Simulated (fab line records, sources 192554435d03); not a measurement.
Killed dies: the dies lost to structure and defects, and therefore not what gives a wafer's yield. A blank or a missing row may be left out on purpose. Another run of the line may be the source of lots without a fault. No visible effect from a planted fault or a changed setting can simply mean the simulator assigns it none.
Which of the tools did it? | flow n5 finfet | 31 wafers from 11 lots sampled at 2 of the route's 1938 steps

WHAT THE GAUGES READ, wafer by wafer
N5_MOL_CONTACT_COAG_INSPECT_57: inspects for defects (brightfield).
lot  | measured     | on                | raw defect count
L158 | day 5 06:00  | defect inspect-02 | 201 207 199
L157 | day 5 06:37  | defect inspect-01 | 133 149 152
L159 | day 5 12:15  | defect inspect-02 | 177 206 141
L169 | day 8 06:59  | defect inspect-02 | 149 175 182
L171 | day 8 16:45  | defect inspect-01 | 225 193
L172 | day 8 19:49  | defect inspect-01 | 347 249
L173 | day 9 03:13  | defect inspect-01 | 229 185 165
L174 | day 9 10:30  | defect inspect-01 | 249 166 169
L176 | day 10 07:06 | defect inspect-02 | 99 119 125
L177 | day 10 07:36 | defect inspect-02 | 262 211 245
L178 | day 10 10:19 | defect inspect-02 | 193 228 225

EACH LOT AND THE TOOL THAT RAN IT (in order: tool; ch and the chambers of the sampled wafers; start)
lot  | N5_MOL_CONTACT_COAG_CMP_28
L158 | cmp-03 ch 0,3, day 5 04:25
L157 | cmp-01 ch 0,2,3, day 5 04:43
L159 | cmp-01 ch 0,3, day 5 10:54
L169 | cmp-01 ch 0,1,2, day 8 05:37
L171 | cmp-01 ch 1,2, day 8 14:25
L172 | cmp-04 ch 0,3, day 8 18:38
L173 | cmp-03 ch 0,2,3, day 9 01:49
L174 | cmp-04 ch 0,2,3, day 9 09:18
L176 | cmp-04 ch 0,1,3, day 10 05:43
L177 | cmp-04 ch 0,1,3, day 10 06:22
L178 | cmp-04 ch 0,1,3, day 10 09:02
- N5_MOL_CONTACT_COAG_CMP_28: polishes, stops on SiNx, t overpolish 0.85 s, target thk 14.522 nm.

THE ANSWER, worked out from the rows above alone
Rule: the lots themselves supply what counts as usual. Put in order of their means at a reading, lots are off if they are a third of the lots or fewer, leave a main group of 4 or more, and stand apart from it by a gap of 3 or more times the standard deviation of the main group's means; of several such gaps the widest counts. The tables above print the reading to a certain number of digits; a main group whose means all agree to those digits is not used. Also off: a lot with no number at a reading for which 4 or more lots have one. Where the step has rows for the other lots, those lots are counted as sound.
No lot is off at any reading shown: from this, nothing can be told.

WHAT THE SIMULATOR PUT IN
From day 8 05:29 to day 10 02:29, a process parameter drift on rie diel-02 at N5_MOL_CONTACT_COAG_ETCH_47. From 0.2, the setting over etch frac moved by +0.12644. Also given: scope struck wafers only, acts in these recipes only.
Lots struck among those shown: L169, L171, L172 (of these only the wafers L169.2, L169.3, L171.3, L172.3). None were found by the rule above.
